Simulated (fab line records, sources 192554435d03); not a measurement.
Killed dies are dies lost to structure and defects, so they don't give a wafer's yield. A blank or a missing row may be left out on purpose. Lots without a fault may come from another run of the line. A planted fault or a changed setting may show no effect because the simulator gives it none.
Chamber matching | flow n5_finfet | N5_BEOL_M11_VIA_ETCH_34 on rie_diel-02: 4 sister chambers
The step etches SiCOH lowk in C4F6/O2, target depth 184.5 nm, time 69.2 s. 7 wafers are shown with their chamber, then 7 later ones without.

WAFERS WITH THEIR CHAMBER
wafer  | chamber | rf_vpp_V (V) | drypump_motor_current_A (A)
L080.3 | 2       | 651          | 6.2
L080.6 | 1       | 662          | 5.4
L085.2 | 2       | 652          | 6.2
L085.3 | 0       | 630          | 5.6
L085.6 | 3       | 679          | 6.0
L092.2 | 0       | 630          | 5.5
L092.4 | 1       | 663          | 5.4

WAFERS WITHOUT THEIR CHAMBER
wafer  | rf_vpp_V (V) | drypump_motor_current_A (A)
L092.5 | 663          | 5.4
L095.2 | 662          | 5.4
L095.4 | 678          | 6.0
L095.5 | 651          | 6.2
L096.1 | 650          | 6.2
L096.4 | 678          | 6.0
L096.6 | 650          | 6.2

WHICH CHAMBER EACH WENT THROUGH
wafer  | from the rows above | in truth
L092.5 | 1                   | 1
L095.2 | 1                   | 1
L095.4 | 3                   | 3
L095.5 | 2                   | 2
L096.1 | 2                   | 2
L096.4 | 3                   | 3
L096.6 | 2                   | 2
Placed correctly: 7 of 7. Can't be placed from these rows: 0. Placed wrongly: 0.
How it was worked out, from the rows above alone: a wafer's distance from a chamber is the root of the sum, over the readings, of the square of ((its reading less the chamber's mean) divided by the reading's scatter). The wafer belongs to the nearest chamber; if the next one is less than 2 further off, it can't be placed. A chamber's mean is the mean of its shown wafers. The scatter: the root of (the sum of the squares of (reading less its chamber's mean) over the shown wafers, divided by (wafers less chambers)).
